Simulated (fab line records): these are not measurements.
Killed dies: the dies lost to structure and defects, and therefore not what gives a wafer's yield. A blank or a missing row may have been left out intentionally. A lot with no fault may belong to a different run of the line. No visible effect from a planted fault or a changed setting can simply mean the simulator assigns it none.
Which tool is to blame? / flow nandHarc / 6 lots with 18 wafers sampled at 3 steps, on a route of 1159 steps

== WHAT THE GAUGES SHOWED, per wafer ==
NHARC_END_SORT_01.
lot=L340; measured=day 21 04:46; on=prober-01; sort_bin_2_pct (%)=0.7 1.0 0.6
lot=L342; measured=day 21 03:21; on=prober-02; sort_bin_2_pct (%)=1.3 1.2 1.3
lot=L349; measured=day 23 18:03; on=prober-01; sort_bin_2_pct (%)=1.8 1.6 96.8

== WHICH TOOL RAN EACH LOT (tool, then ch and the chambers of the sampled wafers, then the start) ==
lot=L335; NHARC_A_M1_CMP_23=cmp-03 ch 1,2,3, day 18 10:59; NHARC_A_BONDPAD_ETCH_12=rieDiel-01 ch 0,1,2, day 18 14:04
lot=L339; NHARC_A_M1_CMP_23=cmp-03 ch 0,1, day 18 16:23; NHARC_A_BONDPAD_ETCH_12=rieDiel-01 ch 0,2, day 18 19:13
lot=L340; NHARC_A_M1_CMP_23=cmp-04 ch 0,1,3, day 19 03:41; NHARC_A_BONDPAD_ETCH_12=rieDiel-01 ch 0,3, day 19 06:14
lot=L342; NHARC_A_M1_CMP_23=cmp-03 ch 0,2,3, day 19 16:26; NHARC_A_BONDPAD_ETCH_12=rieDiel-01 ch 1,3, day 19 19:07
lot=L344; NHARC_A_M1_CMP_23=cmp-03 ch 0,1,3, day 20 04:20; NHARC_A_BONDPAD_ETCH_12=rieDiel-13 ch 0,1,2, day 20 07:16
lot=L349; NHARC_A_M1_CMP_23=cmp-03 ch 0,1, day 22 05:47; NHARC_A_BONDPAD_ETCH_12=rieDiel-01 ch 0,2,3, day 22 08:29
- NHARC_A_M1_CMP_23: polishes, t overpolish 20 s, target thk 154.34 nm.
- NHARC_A_BONDPAD_ETCH_12: etches the open film in CHF3/O2, target depth 220 nm, time 110 s.

== THE ANSWER, worked out from the rows above alone ==
Rule: what is usual is taken from the lots themselves. Put in order of their means at a reading, lots are off if they are a third of the lots or fewer, leave a main group of 4 or more, and stand apart from it by a gap of 3 or more times the standard deviation of the main group's means; of several such gaps the widest counts. The tables above print the reading to a certain number of digits; a main group whose means all agree to those digits is not used. Also off: a lot with no number at a reading for which 4 or more lots have one. All remaining lots with rows at the step are treated as sound.
No lot is off at any reading shown: from this, nothing can be told.

== WHAT THE SIMULATOR HAD PUT IN ==
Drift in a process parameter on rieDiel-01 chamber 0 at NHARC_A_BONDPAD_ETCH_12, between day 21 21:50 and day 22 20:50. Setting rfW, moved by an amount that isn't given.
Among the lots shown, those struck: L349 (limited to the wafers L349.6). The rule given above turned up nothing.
